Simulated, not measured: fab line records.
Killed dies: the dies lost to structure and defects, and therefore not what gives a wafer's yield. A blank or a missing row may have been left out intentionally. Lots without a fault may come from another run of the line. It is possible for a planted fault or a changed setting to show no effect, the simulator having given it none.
A lot that was struck, set against a sound lot ; flow nand harc ; 17 steps out of a route of 1302
Sound: the wafers L446.2, L446.5, L446.6. Wafers L452.1, L452.3, L452.6 were the ones struck. The cause comes at the end.
At each step with rows: each side's tool, then ch and its chambers, then its first start. Under that, the readings that differ: sound wafers ; struck wafers ; difference of the means ; sigmas: that difference in standard deviations of wafers without a fault.
alike: words and numbers the same on both sides, and readings whose means are apart by under 2 such deviations; not compared: readings that were withheld, readings missing a value for some wafer, numbers with overlapping values and no deviation given by the record, and bounds like >300 which may hide the same value.
The two part at a step that has a row with sigmas, a row that says differs or no value, or rows on one side only. Non-overlapping numbers with no deviation appear without sigmas and do not part them. Lack of a reading on every wafer of one side parts them only where that side has two or more wafers.

NHARC_P_GATE_CD_MEAS_46: target cd 720 nm.
  sound on cd sem-02 ch 0, day 6 18:08; struck on cd sem-01 ch 0, day 9 08:34
  alike: cd nm
then, 1 step without rows for these wafers: NHARC_P_GATE_HARDBAKE_47 (time 80 s).
NHARC_P_GATE_DESCUM_48: chemistry O2, time 3 s.
  sound on rie diel-10 ch 1,2,3, day 6 18:19; struck on rie diel-10 ch 0,2,3, day 9 08:44
  alike: drypump motor current A, oes product au, rf vpp V, showerhead plenum p Torr, throttle valve pct
  not compared: rf hours counter h
then, 1 step without rows for these wafers: NHARC_P_GATE_IMPLANT_49.
NHARC_P_GATE_STRIP_111: strips in N2/H2, time 250 s.
  sound on plasma asher-01 ch 0,1, day 6 18:40; struck on plasma asher-02 ch 0,1, day 9 09:09
  alike: drypump motor current A, heater power w
  not compared: rf hours counter h
NHARC_P_GATE_STRIP_75: strips in O2.
  sound on plasma asher-01 ch 0,1, day 6 18:58; struck on plasma asher-02 ch 0,1, day 9 09:25
  alike: drypump motor current A, heater power w
  not compared: rf hours counter h
then, 6 steps without rows for these wafers: NHARC_P_GATE_STRIP_50 (strips in SPM, time 900 s); NHARC_P_GATE_DEHYDRATE_51 (time 120 s); NHARC_P_GATE_HMDS_52 (time 30 s); NHARC_P_GATE_COAT_53; NHARC_P_GATE_SOFTBAKE_54 (time 95 s); NHARC_P_GATE_EBR_55.
NHARC_P_GATE_EXPOSE_56: exposes mask P PSD, target cd 720 nm.
  sound on krf scanner-04 ch 0, day 6 19:37; struck on krf scanner-04 ch 0, day 9 10:05
reading;sound;struck;difference;sigmas
mask;P_PSD#0 P_PSD#0 P_PSD#0;P_HVN#0 P_HVN#0 P_HVN#0;differs;
then, 2 steps without rows for these wafers: NHARC_P_GATE_PEB_57 (peb time 85 s); NHARC_P_GATE_DEVELOP_58 (time 70 s).
NHARC_P_GATE_CD_MEAS_59: target cd 720 nm.
  sound on cd sem-03 ch 0, day 6 19:46; struck on cd sem-02 ch 0, day 9 10:14
reading;sound;struck;difference;sigmas
cd nm (nm);716.0 721.8 722.5;- - -;no value on the struck wafers;
then, 1 step without rows for these wafers: NHARC_P_GATE_HARDBAKE_60 (time 80 s).

## WHERE THEY PART
At NHARC_P_GATE_EXPOSE_56 first; at NHARC_P_GATE_CD_MEAS_59 last (within this record only).

WHY: what the simulator had put in
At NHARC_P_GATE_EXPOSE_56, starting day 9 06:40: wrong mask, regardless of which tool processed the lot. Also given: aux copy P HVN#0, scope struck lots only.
